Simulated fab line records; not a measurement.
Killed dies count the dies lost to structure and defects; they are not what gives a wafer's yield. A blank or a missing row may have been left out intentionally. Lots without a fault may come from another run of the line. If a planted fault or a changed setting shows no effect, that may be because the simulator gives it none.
Split-lot study :: flow n5-finfet :: 21 wafers read from 7 lots, route of 1938 steps

## THE SPLIT ITSELF
At N5_BEOL_M15_COAT_58 (time 60 s, resist thk 89 nm), the setting spin-rpm was moved away from the recipe's 1500 rpm on 6 of the 21 wafers read, by -5.7% to +5.3%. For the rest of the wafers, this setting stayed at what the recipe calls for.

## FROM THE SPLIT TO THE READING: what the file shows between them, 3 steps
- N5_BEOL_M15_COAT_04: resist thk 800 nm
- N5_BEOL_M15_EBR_06
- N5_BEOL_M15_DESCUM_15: chemistry O2, time 7.9 s

## THE READING
etch.depth-nm (the simulator's own value, which no gauge read), in nm, at N5_BEOL_M15_ETCH_59 (etches BARC in N2/H2, target depth 89 nm, overetch 26.7 nm, time 67.9 s). The file does not state a usual value for it. Across the 15 wafers here that went through the recipe, the average is 89.21 nm and the standard deviation 0.22 nm.

wafer: L075.1
tool, chamber at the split: litho-track-01, 0
spin-rpm as run, rpm: 1580
against the recipe: +5.3%
etch.depth-nm, nm: 87.45
against lot-mates on the recipe: -2.04

wafer: L075.4
tool, chamber at the split: litho-track-01, 0
spin-rpm as run, rpm: 1500
against the recipe: recipe
etch.depth-nm, nm: 89.71
against lot-mates on the recipe: -

wafer: L075.6
tool, chamber at the split: litho-track-01, 0
spin-rpm as run, rpm: 1500
against the recipe: recipe
etch.depth-nm, nm: 89.27
against lot-mates on the recipe: -

wafer: L076.1
tool, chamber at the split: litho-track-01, 0
spin-rpm as run, rpm: 1500
against the recipe: recipe
etch.depth-nm, nm: 89.17
against lot-mates on the recipe: -

wafer: L076.2
tool, chamber at the split: litho-track-01, 0
spin-rpm as run, rpm: 1500
against the recipe: recipe
etch.depth-nm, nm: 89.37
against lot-mates on the recipe: -

wafer: L076.5
tool, chamber at the split: litho-track-01, 0
spin-rpm as run, rpm: 1415
against the recipe: -5.7%
etch.depth-nm, nm: 92.15
against lot-mates on the recipe: +2.88

wafer: L084.1
tool, chamber at the split: litho-track-01, 0
spin-rpm as run, rpm: 1500
against the recipe: recipe
etch.depth-nm, nm: 89.3
against lot-mates on the recipe: -

wafer: L084.5
tool, chamber at the split: litho-track-01, 0
spin-rpm as run, rpm: 1500
against the recipe: recipe
etch.depth-nm, nm: 89.51
against lot-mates on the recipe: -

wafer: L084.6
tool, chamber at the split: litho-track-01, 0
spin-rpm as run, rpm: 1500
against the recipe: recipe
etch.depth-nm, nm: 89.39
against lot-mates on the recipe: -

wafer: L089.3
tool, chamber at the split: litho-track-02, 0
spin-rpm as run, rpm: 1500
against the recipe: recipe
etch.depth-nm, nm: 88.86
against lot-mates on the recipe: -

wafer: L089.5
tool, chamber at the split: litho-track-02, 0
spin-rpm as run, rpm: 1500
against the recipe: recipe
etch.depth-nm, nm: 89.23
against lot-mates on the recipe: -

wafer: L089.6
tool, chamber at the split: litho-track-02, 0
spin-rpm as run, rpm: 1500
against the recipe: recipe
etch.depth-nm, nm: 89.25
against lot-mates on the recipe: -

wafer: L094.1
tool, chamber at the split: litho-track-02, 0
spin-rpm as run, rpm: 1500
against the recipe: recipe
etch.depth-nm, nm: 88.88
against lot-mates on the recipe: -

wafer: L094.4
tool, chamber at the split: litho-track-02, 0
spin-rpm as run, rpm: 1417
against the recipe: -5.5%
etch.depth-nm, nm: 91.47
against lot-mates on the recipe: +2.59

wafer: L094.6
tool, chamber at the split: litho-track-02, 0
spin-rpm as run, rpm: 1417
against the recipe: -5.5%
etch.depth-nm, nm: 91.66
against lot-mates on the recipe: +2.78

wafer: L095.4
tool, chamber at the split: litho-track-01, 0
spin-rpm as run, rpm: 1500
against the recipe: recipe
etch.depth-nm, nm: 89.05
against lot-mates on the recipe: -

wafer: L095.5
tool, chamber at the split: litho-track-01, 0
spin-rpm as run, rpm: 1500
against the recipe: recipe
etch.depth-nm, nm: 89
against lot-mates on the recipe: -

wafer: L095.6
tool, chamber at the split: litho-track-01, 0
spin-rpm as run, rpm: 1564
against the recipe: +4.3%
etch.depth-nm, nm: 87.12
against lot-mates on the recipe: -1.91

wafer: L097.4
tool, chamber at the split: litho-track-05, 0
spin-rpm as run, rpm: 1559
against the recipe: +3.9%
etch.depth-nm, nm: 87.5
against lot-mates on the recipe: -1.59

wafer: L097.5
tool, chamber at the split: litho-track-05, 0
spin-rpm as run, rpm: 1500
against the recipe: recipe
etch.depth-nm, nm: 89.06
against lot-mates on the recipe: -

wafer: L097.6
tool, chamber at the split: litho-track-05, 0
spin-rpm as run, rpm: 1500
against the recipe: recipe
etch.depth-nm, nm: 89.12
against lot-mates on the recipe: -

THE FIT
A straight line over all 21 wafers: etch.depth-nm changes by -0.435 nm for each +1% of spin-rpm; r = -0.98; the points scatter about the line by 0.27 nm.
The same after taking each lot's own level away (the mean of its wafers on the recipe; 21 wafers): -0.457 nm for each +1%; r = -0.99; scatter 0.17 nm.
That fit puts the effect of the largest move of spin-rpm on the reading at 2.6 nm.
The span of the lots' own levels, 88.880 to 89.490 nm, comes to 2.7 times the standard deviation stated above.
The two slopes are in agreement: the lot-to-lot level therefore moves the slope only a little.
Check: for one of the wafers moved furthest among these (-5.7%), held out of the fit, the line's prediction against its lot-mates is +2.58 nm. Against them it came out at +2.88 nm.

## FURTHER SPLITS ON THESE WAFERS
Before the reading, these wafers also passed through other splits. Each is held against what the fit with the lots' levels taken away leaves over:
other split on the same wafers: N5_BEOL_M10_TRENCH_ETCH_37 time-s
wafers away from the commonest value: 8
r with etch.depth-nm (lot level and that fit taken away): -0.03

other split on the same wafers: N5_BEOL_M11_VIA_ETCH_34 time-s
wafers away from the commonest value: 5
r with etch.depth-nm (lot level and that fit taken away): -0.11

other split on the same wafers: N5_BEOL_M11_CURE_72 time-s
wafers away from the commonest value: 8
r with etch.depth-nm (lot level and that fit taken away): -0.12

other split on the same wafers: N5_BEOL_M12_CMP_49 down-force-psi
wafers away from the commonest value: 7
r with etch.depth-nm (lot level and that fit taken away): -0.05

other split on the same wafers: N5_BEOL_M13_SPUTTER_43 time-s
wafers away from the commonest value: 5
r with etch.depth-nm (lot level and that fit taken away): -0.05

other split on the same wafers: N5_BEOL_M14_DEP_53 time-s
wafers away from the commonest value: 4
r with etch.depth-nm (lot level and that fit taken away): +0.40

## THE WHOLE CHAIN: every reading that the file lists as answering this split, in the file's order
step: N5_BEOL_M15_COAT_58
what it does: time 60 s, resist thk 89 nm
reading: BARC_of_BEOL_M15_COAT_58.thk-nm (the simulator's own value, which no gauge read)
change (the file's fit): -0.45 nm for each +1% of the setting
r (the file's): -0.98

step: N5_BEOL_M15_ETCH_59
what it does: etches BARC in N2/H2, target depth 89 nm, overetch 26.7 nm, time 67.9 s
reading: etch.depth-nm (the simulator's own value, which no gauge read)
change (the file's fit): -0.451 nm for each +1% of the setting
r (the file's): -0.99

## THE FILE'S OWN FIT
etch.depth-nm changes by -0.451 nm for each +1% of spin-rpm, r = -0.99.
